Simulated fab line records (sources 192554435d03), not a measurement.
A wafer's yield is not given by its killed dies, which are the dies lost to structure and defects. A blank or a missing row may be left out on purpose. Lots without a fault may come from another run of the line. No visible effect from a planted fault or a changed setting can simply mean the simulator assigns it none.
What tool caused it? / flow n5Finfet / 10 lots with 29 wafers sampled at 5 steps, on a route of 1938 steps

== WHAT THE GAUGES READ, wafer by wafer ==
N5_GATE_CUT_INSPECT_26: inspects for defects (darkfield). Usual: rawDefectCount at 43, with a standard deviation of 16.
lot=L502; measured=day 4 19:38; on=defectInspect-01; rawDefectCount=57 45 48; flag=
lot=L503; measured=day 5 08:47; on=defectInspect-01; rawDefectCount=21 65 29; flag=
lot=L504; measured=day 5 12:44; on=defectInspect-01; rawDefectCount=22 23 36; flag=
lot=L507; measured=day 6 09:08; on=defectInspect-01; rawDefectCount=44 49 50; flag=
lot=L510; measured=day 7 00:07; on=defectInspect-02; rawDefectCount=44 57 49; flag=
lot=L511; measured=day 7 11:13; on=defectInspect-01; rawDefectCount=61 29 28; flag=
lot=L512; measured=day 7 18:38; on=defectInspect-01; rawDefectCount=26 28 39; flag=
lot=L518; measured=day 8 23:54; on=defectInspect-02; rawDefectCount=35 60 52; flag=
lot=L522; measured=day 10 00:43; on=defectInspect-02; rawDefectCount=61 37; flag=
lot=L524; measured=day 10 07:47; on=defectInspect-01; rawDefectCount=42 47 33; flag=

N5_BEOL_M4_RC_MEAS_101. Usual: DIBL_N 36.3 mV/V, standard deviation 1.4; DIBL_P 35.7 mV/V, standard deviation 1.5; IOFF_N 0.155 nA/um, standard deviation 0.022; IOFF_P 0.204 nA/um, standard deviation 0.027; ION_N 671 uA/um, standard deviation 9; ION_P 459 uA/um, standard deviation 6.2; SS_N 71.5 mV/dec, standard deviation 0.54; SS_P 73.1 mV/dec, standard deviation 0.56; VT_N 250.2 mV, standard deviation 2.6; VT_P -251 mV, standard deviation 3.3.
lot=L502; measured=day 8 15:50; on=prober-02; DIBL_N (mV/V)=37.2 35.4 34.5; DIBL_P (mV/V)=36.6 34.2 32.8; IOFF_N (nA/um)=0.163 0.129 0.117; IOFF_P (nA/um)=0.231 0.187 0.180; ION_N (uA/um)=675 664 659; ION_P (uA/um)=466 461 458; SS_N (mV/dec)=71.6 70.4 70.5; SS_P (mV/dec)=73.9 73.0 72.1; VT_N (mV)=247.0 253.1 252.6; VT_P (mV)=-247 -248 -250; flag=
lot=L503; measured=day 8 18:48; on=prober-01; DIBL_N (mV/V)=35.3 35.4 34.2; DIBL_P (mV/V)=35.6 35.4 33.7; IOFF_N (nA/um)=0.162 0.156 0.144; IOFF_P (nA/um)=0.216 0.221 0.187; ION_N (uA/um)=677 663 671; ION_P (uA/um)=466 462 457; SS_N (mV/dec)=71.7 71.7 70.8; SS_P (mV/dec)=73.3 73.4 72.3; VT_N (mV)=247.9 249.2 250.9; VT_P (mV)=-248 -249 -251; flag=
lot=L504; measured=day 8 21:08; on=prober-02; DIBL_N (mV/V)=35.0 36.4 38.2; DIBL_P (mV/V)=34.9 36.8 38.8; IOFF_N (nA/um)=0.137 0.176 0.212; IOFF_P (nA/um)=0.171 0.195 0.222; ION_N (uA/um)=663 682 686; ION_P (uA/um)=453 464 456; SS_N (mV/dec)=70.7 71.5 71.1; SS_P (mV/dec)=72.3 73.4 73.6; VT_N (mV)=250.8 245.6 243.2; VT_P (mV)=-255 -254 -252; flag=
lot=L507; measured=day 9 17:58; on=prober-01; DIBL_N (mV/V)=39.1 38.6 38.9; DIBL_P (mV/V)=38.6 37.1 37.1; IOFF_N (nA/um)=0.197 0.182 0.195; IOFF_P (nA/um)=0.257 0.242 0.238; ION_N (uA/um)=682 665 678; ION_P (uA/um)=466 454 458; SS_N (mV/dec)=72.3 71.6 73.4; SS_P (mV/dec)=73.6 74.0 73.4; VT_N (mV)=247.3 248.6 250.4; VT_P (mV)=-245 -246 -249; flag=
lot=L510; measured=day 10 16:14; on=prober-01; DIBL_N (mV/V)=34.8 36.0 36.4; DIBL_P (mV/V)=33.3 35.0 35.6; IOFF_N (nA/um)=0.128 0.153 0.152; IOFF_P (nA/um)=0.189 0.218 0.225; ION_N (uA/um)=669 679 662; ION_P (uA/um)=468 465 464; SS_N (mV/dec)=72.3 71.9 71.5; SS_P (mV/dec)=73.1 72.9 72.9; VT_N (mV)=252.8 248.1 250.0; VT_P (mV)=-247 -248 -247; flag=
lot=L511; measured=day 10 22:15; on=prober-01; DIBL_N (mV/V)=37.1 36.2 36.8; DIBL_P (mV/V)=37.5 36.3 37.2; IOFF_N (nA/um)=0.163 0.154 0.159; IOFF_P (nA/um)=0.199 0.191 0.209; ION_N (uA/um)=676 679 664; ION_P (uA/um)=461 459 455; SS_N (mV/dec)=72.0 71.6 71.5; SS_P (mV/dec)=73.3 73.1 73.6; VT_N (mV)=248.6 250.6 250.3; VT_P (mV)=-251 -253 -253; flag=
lot=L512; measured=day 11 00:20; on=prober-01; DIBL_N (mV/V)=38.0 35.7 35.8; DIBL_P (mV/V)=37.9 35.1 35.1; IOFF_N (nA/um)=0.180 0.140 0.141; IOFF_P (nA/um)=0.227 0.175 0.172; ION_N (uA/um)=677 677 655; ION_P (uA/um)=463 456 449; SS_N (mV/dec)=71.9 71.7 71.4; SS_P (mV/dec)=73.6 73.2 72.9; VT_N (mV)=247.7 252.3 253.1; VT_P (mV)=-250 -255 -254; flag=
lot=L518; measured=day 12 15:58; on=prober-01; DIBL_N (mV/V)=38.2 39.4 39.5; DIBL_P (mV/V)=37.2 38.3 38.6; IOFF_N (nA/um)=0.163 0.194 0.190; IOFF_P (nA/um)=0.226 0.262 0.259; ION_N (uA/um)=675 683 674; ION_P (uA/um)=460 467 469; SS_N (mV/dec)=71.5 71.7 72.0; SS_P (mV/dec)=73.5 74.3 74.2; VT_N (mV)=251.9 246.3 247.1; VT_P (mV)=-251 -248 -249; flag=
lot=L522; measured=day 13 06:14; on=prober-02; DIBL_N (mV/V)=37.1 36.2; DIBL_P (mV/V)=36.6 35.7; IOFF_N (nA/um)=0.183 0.157; IOFF_P (nA/um)=0.232 0.210; ION_N (uA/um)=679 667; ION_P (uA/um)=465 458; SS_N (mV/dec)=71.5 71.2; SS_P (mV/dec)=72.9 72.2; VT_N (mV)=246.5 250.3; VT_P (mV)=-248 -249; flag=
lot=L524; measured=day 13 19:38; on=prober-01; DIBL_N (mV/V)=35.3 37.3 35.1; DIBL_P (mV/V)=34.7 35.9 34.5; IOFF_N (nA/um)=0.137 0.166 0.135; IOFF_P (nA/um)=0.179 0.192 0.178; ION_N (uA/um)=669 671 668; ION_P (uA/um)=460 452 457; SS_N (mV/dec)=71.7 71.9 71.5; SS_P (mV/dec)=72.8 72.1 72.3; VT_N (mV)=250.5 249.3 253.9; VT_P (mV)=-255 -252 -253; flag=

== TOOL THAT RAN EACH LOT (tool first, then ch and the chambers of the sampled wafers, then the start) ==
lot=L502; N5_GATE_CUT_STRIP_42=rieDiel-04 ch 1,3, day 4 16:31; N5_GATE_CUT_STRIP_21=plasmaAsher-02 ch 0,1, day 4 16:58; N5_GATE_CUT_ALD_22=aldSin-01 ch 0,1,2, day 4 17:06
lot=L503; N5_GATE_CUT_STRIP_42=rieDiel-02 ch 0,1,3, day 5 02:13; N5_GATE_CUT_STRIP_21=plasmaAsher-01 ch 0,1, day 5 02:40; N5_GATE_CUT_ALD_22=aldSin-02 ch 0,2, day 5 06:16
lot=L504; N5_GATE_CUT_STRIP_42=rieDiel-04 ch 0,2,3, day 5 09:29; N5_GATE_CUT_STRIP_21=plasmaAsher-02 ch 0,1, day 5 09:56; N5_GATE_CUT_ALD_22=aldSin-02 ch 1,2, day 5 10:05
lot=L507; N5_GATE_CUT_STRIP_42=rieDiel-06 ch 0,2,3, day 6 05:49; N5_GATE_CUT_STRIP_21=plasmaAsher-02 ch 1, day 6 06:16; N5_GATE_CUT_ALD_22=aldSin-02 ch 1,2, day 6 06:36
lot=L510; N5_GATE_CUT_STRIP_42=rieDiel-04 ch 1,2, day 6 20:59; N5_GATE_CUT_STRIP_21=plasmaAsher-01 ch 0,1, day 6 21:26; N5_GATE_CUT_ALD_22=aldSin-01 ch 1,2,3, day 6 21:35
lot=L511; N5_GATE_CUT_STRIP_42=rieDiel-04 ch 0,1, day 7 07:14; N5_GATE_CUT_STRIP_21=plasmaAsher-01 ch 0,1, day 7 07:40; N5_GATE_CUT_ALD_22=aldSin-01 ch 0,2,3, day 7 08:41
lot=L512; N5_GATE_CUT_STRIP_42=rieDiel-06 ch 0,1,3, day 7 15:31; N5_GATE_CUT_STRIP_21=plasmaAsher-02 ch 0,1, day 7 15:58; N5_GATE_CUT_ALD_22=aldSin-02 ch 0,2, day 7 16:06
lot=L518; N5_GATE_CUT_STRIP_42=rieDiel-06 ch 0,1,3, day 8 20:44; N5_GATE_CUT_STRIP_21=plasmaAsher-02 ch 0,1, day 8 21:11; N5_GATE_CUT_ALD_22=aldSin-01 ch 0,1,3, day 8 21:23
lot=L522; N5_GATE_CUT_STRIP_42=rieDiel-06 ch 0,3, day 9 20:38; N5_GATE_CUT_STRIP_21=plasmaAsher-01 ch 0, day 9 22:01; N5_GATE_CUT_ALD_22=aldSin-01 ch 0,3, day 9 22:11
lot=L524; N5_GATE_CUT_STRIP_42=rieDiel-06 ch 0,1,2, day 10 04:40; N5_GATE_CUT_STRIP_21=plasmaAsher-02 ch 0,1, day 10 05:08; N5_GATE_CUT_ALD_22=aldSin-02 ch 0,3, day 10 05:16
- N5_GATE_CUT_STRIP_42: strips in O2.
- N5_GATE_CUT_STRIP_21: strips in N2/H2, time 30 s.
- N5_GATE_CUT_ALD_22: deposits SiNx, target thk 16 nm, pulse time 1 s, ald cycles 320.

== WHAT THE TOOLS THEMSELVES READ (means of the sampled wafers that have a number; where no wafer has one, the mark that the record gives instead) ==
N5_GATE_CUT_STRIP_42. Usual: drypumpMotorCurrentA 5.84 A, standard deviation 0.26; oesProductAu 0.78 a.u., standard deviation 0.088; rfVppV 3.7 V, standard deviation 0.5; showerheadPlenumPTorr 2.12 Torr, standard deviation 0.067; throttleValvePct 16.79 %, standard deviation 0.29.
lot=L502; tool=rieDiel-04; drypumpMotorCurrentA (A)=5.72; oesProductAu (a.u.)=0.72; rfVppV (V)=4.0; showerheadPlenumPTorr (Torr)=2.05; throttleValvePct (%)=16.96; flag=
lot=L503; tool=rieDiel-02; drypumpMotorCurrentA (A)=5.87; oesProductAu (a.u.)=0.73; rfVppV (V)=3.1; showerheadPlenumPTorr (Torr)=2.12; throttleValvePct (%)=16.90; flag=
lot=L504; tool=rieDiel-04; drypumpMotorCurrentA (A)=5.69; oesProductAu (a.u.)=0.83; rfVppV (V)=3.4; showerheadPlenumPTorr (Torr)=2.11; throttleValvePct (%)=16.62; flag=
lot=L507; tool=rieDiel-06; drypumpMotorCurrentA (A)=5.92; oesProductAu (a.u.)=0.77; rfVppV (V)=3.9; showerheadPlenumPTorr (Torr)=2.12; throttleValvePct (%)=16.85; flag=
lot=L510; tool=rieDiel-04; drypumpMotorCurrentA (A)=6.12; oesProductAu (a.u.)=0.96; rfVppV (V)=3.8; showerheadPlenumPTorr (Torr)=2.18; throttleValvePct (%)=16.48; flag=
lot=L511; tool=rieDiel-04; drypumpMotorCurrentA (A)=6.11; oesProductAu (a.u.)=0.90; rfVppV (V)=3.6; showerheadPlenumPTorr (Torr)=2.22; throttleValvePct (%)=16.81; flag=
lot=L512; tool=rieDiel-06; drypumpMotorCurrentA (A)=5.98; oesProductAu (a.u.)=0.74; rfVppV (V)=3.2; showerheadPlenumPTorr (Torr)=2.12; throttleValvePct (%)=16.89; flag=
lot=L518; tool=rieDiel-06; drypumpMotorCurrentA (A)=5.98; oesProductAu (a.u.)=0.72; rfVppV (V)=4.0; showerheadPlenumPTorr (Torr)=2.11; throttleValvePct (%)=16.90; flag=
lot=L522; tool=rieDiel-06; drypumpMotorCurrentA (A)=5.98; oesProductAu (a.u.)=0.75; rfVppV (V)=3.7; showerheadPlenumPTorr (Torr)=2.09; throttleValvePct (%)=16.94; flag=
lot=L524; tool=rieDiel-06; drypumpMotorCurrentA (A)=5.86; oesProductAu (a.u.)=0.70; rfVppV (V)=4.1; showerheadPlenumPTorr (Torr)=2.16; throttleValvePct (%)=16.92; flag=

N5_GATE_CUT_STRIP_21. Usual: drypumpMotorCurrentA 5.66 A, standard deviation 0.19; heaterPowerW 320 W, standard deviation 23.
lot=L502; tool=plasmaAsher-02; drypumpMotorCurrentA (A)=5.75; heaterPowerW (W)=306; flag=
lot=L503; tool=plasmaAsher-01; drypumpMotorCurrentA (A)=5.50; heaterPowerW (W)=326; flag=
lot=L504; tool=plasmaAsher-02; drypumpMotorCurrentA (A)=5.75; heaterPowerW (W)=306; flag=
lot=L507; tool=plasmaAsher-02; drypumpMotorCurrentA (A)=5.98; heaterPowerW (W)=348; flag=
lot=L510; tool=plasmaAsher-01; drypumpMotorCurrentA (A)=5.49; heaterPowerW (W)=324; flag=
lot=L511; tool=plasmaAsher-01; drypumpMotorCurrentA (A)=5.55; heaterPowerW (W)=322; flag=
lot=L512; tool=plasmaAsher-02; drypumpMotorCurrentA (A)=5.75; heaterPowerW (W)=306; flag=
lot=L518; tool=plasmaAsher-02; drypumpMotorCurrentA (A)=5.89; heaterPowerW (W)=328; flag=
lot=L522; tool=plasmaAsher-01; drypumpMotorCurrentA (A)=5.41; heaterPowerW (W)=328; flag=
lot=L524; tool=plasmaAsher-02; drypumpMotorCurrentA (A)=5.85; heaterPowerW (W)=326; flag=

N5_GATE_CUT_ALD_22. Usual: heaterPowerW 856 W, standard deviation 150; precursorPulseHeightRel 1.001, standard deviation 0.019.
lot=L502; tool=aldSin-01; heaterPowerW (W)=741; precursorPulseHeightRel=0.997; flag=
lot=L503; tool=aldSin-02; heaterPowerW (W)=976; precursorPulseHeightRel=1.025; flag=
lot=L504; tool=aldSin-02; heaterPowerW (W)=993; precursorPulseHeightRel=1.006; flag=
lot=L507; tool=aldSin-02; heaterPowerW (W)=910; precursorPulseHeightRel=1.004; flag=
lot=L510; tool=aldSin-01; heaterPowerW (W)=887; precursorPulseHeightRel=1.001; flag=
lot=L511; tool=aldSin-01; heaterPowerW (W)=886; precursorPulseHeightRel=1.002; flag=
lot=L512; tool=aldSin-02; heaterPowerW (W)=893; precursorPulseHeightRel=0.968; flag=
lot=L518; tool=aldSin-01; heaterPowerW (W)=890; precursorPulseHeightRel=1.003; flag=
lot=L522; tool=aldSin-01; heaterPowerW (W)=950; precursorPulseHeightRel=1.017; flag=
lot=L524; tool=aldSin-02; heaterPowerW (W)=833; precursorPulseHeightRel=1.002; flag=

== THE ANSWER, worked out from the rows above alone ==
Rule: a lot is off if the mean of its wafers that have a number lies more than 3 standard deviations from the usual mean. Also off: a lot with no number at a reading for which 4 or more lots have one. Where the step has rows for the other lots, those lots are counted as sound. The gauges are gone through in route order, then the tools' own readings, and for those a lot's mean is taken as printed above. The first step at which some lot is off is used, and at that step the reading that is off furthest; a lot without a number counts as furthest.
No lot is off on any of the readings shown, so nothing can be concluded from this.

== WHAT THE SIMULATOR HAD PUT IN ==
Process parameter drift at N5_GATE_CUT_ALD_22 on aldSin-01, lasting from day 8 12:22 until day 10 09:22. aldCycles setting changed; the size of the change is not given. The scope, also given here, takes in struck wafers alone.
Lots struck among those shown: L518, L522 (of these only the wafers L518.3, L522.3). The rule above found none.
